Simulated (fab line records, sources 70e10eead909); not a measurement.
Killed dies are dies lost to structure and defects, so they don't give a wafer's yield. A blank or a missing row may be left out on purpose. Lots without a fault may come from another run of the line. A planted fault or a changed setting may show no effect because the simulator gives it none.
Chamber matching | flow nand_harc | NHARC_A_BLC_ETCH_16 on rie_diel-09: 4 sister chambers
The step etches the open film in CF4, target depth 39 nm, time 65 s. 18 wafers are shown with their chamber, then 9 later ones without.

WAFERS WITH THEIR CHAMBER
wafer  | chamber | drypump_motor_current_A (A) | oes_product_au (a.u.) | throttle_valve_pct (%)
L318.2 | 0       | 6.8                         | 1.004                 | 13.279
L318.3 | 3       | 5.7                         | 1.002                 | 13.301
L318.5 | 3       | 5.8                         | 1.006                 | 13.276
L329.1 | 2       | 6.7                         | 0.999                 | 13.277
L329.2 | 0       | 6.8                         | 0.991                 | 13.280
L329.4 | 3       | 5.8                         | 1.004                 | 13.281
L330.3 | 3       | 5.8                         | 0.988                 | 13.280
L330.4 | 0       | 6.8                         | 0.998                 | 13.274
L330.6 | 2       | 6.7                         | 0.995                 | 13.289
L332.1 | 3       | 5.8                         | 0.990                 | 13.270
L332.5 | 3       | 5.8                         | 0.992                 | 13.283
L332.6 | 0       | 6.8                         | 0.999                 | 13.276
L335.1 | 0       | 6.8                         | 0.994                 | 13.277
L335.2 | 3       | 5.8                         | 0.993                 | 13.283
L335.5 | 0       | 6.8                         | 1.002                 | 13.284
L333.2 | 1       | 5.4                         | 0.991                 | 13.287
L333.5 | 2       | 6.7                         | 1.004                 | 13.288
L333.6 | 3       | 5.8                         | 0.988                 | 13.292

SIGNATURES (means of the wafers above)
reading                 | chamber 0 | chamber 1 | chamber 2 | chamber 3 | scatter within a chamber
drypump_motor_current_A | 6.800     | 5.400     | 6.700     | 5.787     | 0.025
oes_product_au          | 0.99800   | 0.99100   | 0.99933   | 0.99538   | 0.00624
throttle_valve_pct      | 13.27833  | 13.28700  | 13.28467  | 13.28325  | 0.00749
Rule: a wafer's distance from a chamber is the root of the sum, over the readings, of the square of ((its reading less the chamber's mean) divided by the reading's scatter). The wafer belongs to the nearest chamber; if the next one is less than 2 further off, it can't be placed. The scatter: the root of (the sum of the squares of (reading less its chamber's mean) over the shown wafers, divided by (wafers less chambers)).

WAFERS WITHOUT THEIR CHAMBER
wafer  | drypump_motor_current_A (A) | oes_product_au (a.u.) | throttle_valve_pct (%)
L336.2 | 6.7                         | 1.000                 | 13.293
L336.3 | 5.8                         | 0.991                 | 13.285
L336.5 | 5.8                         | 0.994                 | 13.279
L337.1 | 5.4                         | 0.994                 | 13.289
L337.2 | 6.8                         | 1.001                 | 13.283
L337.3 | 6.7                         | 0.995                 | 13.278
L339.2 | 5.4                         | 0.984                 | 13.294
L339.4 | 6.7                         | 0.995                 | 13.292
L339.6 | 5.8                         | 0.987                 | 13.292

WHICH CHAMBER EACH WENT THROUGH
wafer  | from the rows above | in truth
L336.2 | 2                   | 2
L336.3 | 3                   | 3
L336.5 | 3                   | 3
L337.1 | 1                   | 1
L337.2 | 0                   | 0
L337.3 | 2                   | 2
L339.2 | 1                   | 1
L339.4 | 2                   | 2
L339.6 | 3                   | 3
Placed correctly: 9 of 9. Can't be placed from these rows: 0. Placed wrongly: 0.
